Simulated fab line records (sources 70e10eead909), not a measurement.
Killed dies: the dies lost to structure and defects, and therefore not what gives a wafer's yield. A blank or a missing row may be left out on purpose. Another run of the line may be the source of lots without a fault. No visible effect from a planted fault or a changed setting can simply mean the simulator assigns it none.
Chamber matching	flow nand_harc	NHARC_A_M1_DESCUM_14 on rie_diel-01 has 4 sister chambers
The step chemistry O2, time 3 s. 14 wafers are shown with their chamber, then 7 later ones without.

WAFERS PAIRED WITH THEIR CHAMBERS
wafer	chamber	drypump_motor_current_A (A)	rf_vpp_V (V)	chamber_pressure_mTorr (mTorr)
L083.3	1	5.0	56.9	60.07
L083.5	0	5.4	59.5	59.99
L083.6	1	5.0	57.1	60.00
L089.1	1	5.0	59.0	59.96
L089.5	0	5.4	57.2	59.89
L089.6	3	6.1	57.7	59.92
L088.2	3	6.1	57.3	59.94
L088.3	2	5.7	56.7	59.99
L088.6	3	6.1	56.8	59.93
L090.1	2	5.7	56.9	59.95
L090.2	1	5.0	58.6	59.99
L090.5	0	5.3	59.1	60.00
L092.1	1	5.0	57.0	60.08
L092.3	2	5.7	56.2	60.04

SIGNATURES (averages over the wafers above)
reading	chamber 0	chamber 1	chamber 2	chamber 3	scatter within a chamber
drypump_motor_current_A	5.367	5.000	5.700	6.100	0.0258
rf_vpp_V	58.600	57.720	56.600	57.267	0.876
chamber_pressure_mTorr	59.9600	60.0200	59.9933	59.9300	0.0476
Rule: a wafer lies at a distance from a chamber equal to the root of the sum of squares, over the readings, of (its reading less the chamber's mean, divided by the reading's scatter). The wafer belongs to the nearest chamber; if the next one is less than 2 further off, it can't be placed. How the scatter is found: for the shown wafers, subtract from each reading the mean of its chamber, square and add these, divide the total by (wafers less chambers), then take the root.

WAFERS WITHOUT THEIR CHAMBER
wafer	drypump_motor_current_A (A)	rf_vpp_V (V)	chamber_pressure_mTorr (mTorr)
L092.5	5.7	57.0	59.97
L094.1	5.3	58.1	60.03
L094.2	5.7	57.0	60.07
L094.3	5.0	57.6	60.06
L093.1	5.0	57.1	60.09
L093.2	5.3	57.9	59.94
L093.4	5.3	57.8	59.98

WHICH CHAMBER EACH WENT THROUGH
wafer	from the rows above	in truth
L092.5	2	2
L094.1	0	0
L094.2	2	2
L094.3	1	1
L093.1	1	1
L093.2	0	0
L093.4	0	0
7 of 7 placed correctly. Number that these rows cannot place: 0. Number placed wrongly: 0.
